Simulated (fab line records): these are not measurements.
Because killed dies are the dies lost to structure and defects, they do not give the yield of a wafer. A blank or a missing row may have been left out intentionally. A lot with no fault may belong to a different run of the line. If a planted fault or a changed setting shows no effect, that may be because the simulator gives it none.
Chamber matching | flow nand harc | rie diel-03 running NHARC_A_STAIRCASE_DESCUM_312: 4 sister chambers
The step chemistry O2, time 3 s. 14 wafers are shown with their chamber, then 7 later ones without.

== EACH WAFER AND ITS CHAMBER ==
wafer  | chamber | drypump motor current A (A) | showerhead plenum p Torr (Torr) | oes product au (a.u.)
L076.2 | 0       | 5.17                        | 1.77                            | 0.999
L076.5 | 1       | 5.84                        | 2.06                            | 0.996
L076.6 | 0       | 5.18                        | 1.77                            | 1.003
L074.1 | 2       | 5.36                        | 1.94                            | 1.023
L074.4 | 3       | 5.60                        | 1.89                            | 1.015
L074.6 | 3       | 5.64                        | 1.89                            | 1.019
L078.3 | 2       | 5.40                        | 1.94                            | 1.014
L078.4 | 2       | 5.44                        | 1.94                            | 1.020
L078.6 | 3       | 5.58                        | 1.89                            | 1.002
L086.1 | 1       | 5.83                        | 2.05                            | 0.984
L086.3 | 2       | 5.39                        | 1.93                            | 1.000
L086.4 | 3       | 5.63                        | 1.88                            | 1.002
L088.1 | 0       | 5.20                        | 2.07                            | 0.977
L088.2 | 1       | 5.80                        | 2.04                            | 0.985

SIGNATURES, as means of the wafers listed above
reading                  | chamber 0 | chamber 1 | chamber 2 | chamber 3 | scatter within a chamber
drypump motor current A  | 5.1833    | 5.8233    | 5.3975    | 5.6125    | 0.0262
showerhead plenum p Torr | 1.8700    | 2.0500    | 1.9375    | 1.8875    | 0.0777
oes product au           | 0.99300   | 0.98833   | 1.01425   | 1.00950   | 0.0101
Rule: a wafer's distance from a chamber is the root of the sum, over the readings, of the square of ((its reading less the chamber's mean) divided by the reading's scatter). The wafer belongs to the nearest chamber; if the next one is less than 2 further off, it can't be placed. The scatter: the root of (the sum of the squares of (reading less its chamber's mean) over the shown wafers, divided by (wafers less chambers)).

== WAFERS MISSING THEIR CHAMBER ==
wafer  | drypump motor current A (A) | showerhead plenum p Torr (Torr) | oes product au (a.u.)
L088.5 | 5.20                        | 2.07                            | 0.978
L091.1 | 5.83                        | 2.04                            | 0.994
L091.2 | 5.39                        | 1.93                            | 1.000
L091.3 | 5.19                        | 2.07                            | 0.969
L093.2 | 5.40                        | 1.93                            | 1.009
L093.3 | 5.67                        | 1.88                            | 1.006
L093.6 | 5.19                        | 2.07                            | 0.970

== WHICH CHAMBER EACH ONE RAN IN ==
wafer  | from the rows above | in truth
L088.5 | 0                   | 0
L091.1 | 1                   | 1
L091.2 | 2                   | 2
L091.3 | 0                   | 0
L093.2 | 2                   | 2
L093.3 | 3                   | 3
L093.6 | 0                   | 0
Correctly placed: 7 of 7. Number that these rows cannot place: 0. Placed wrongly: 0.
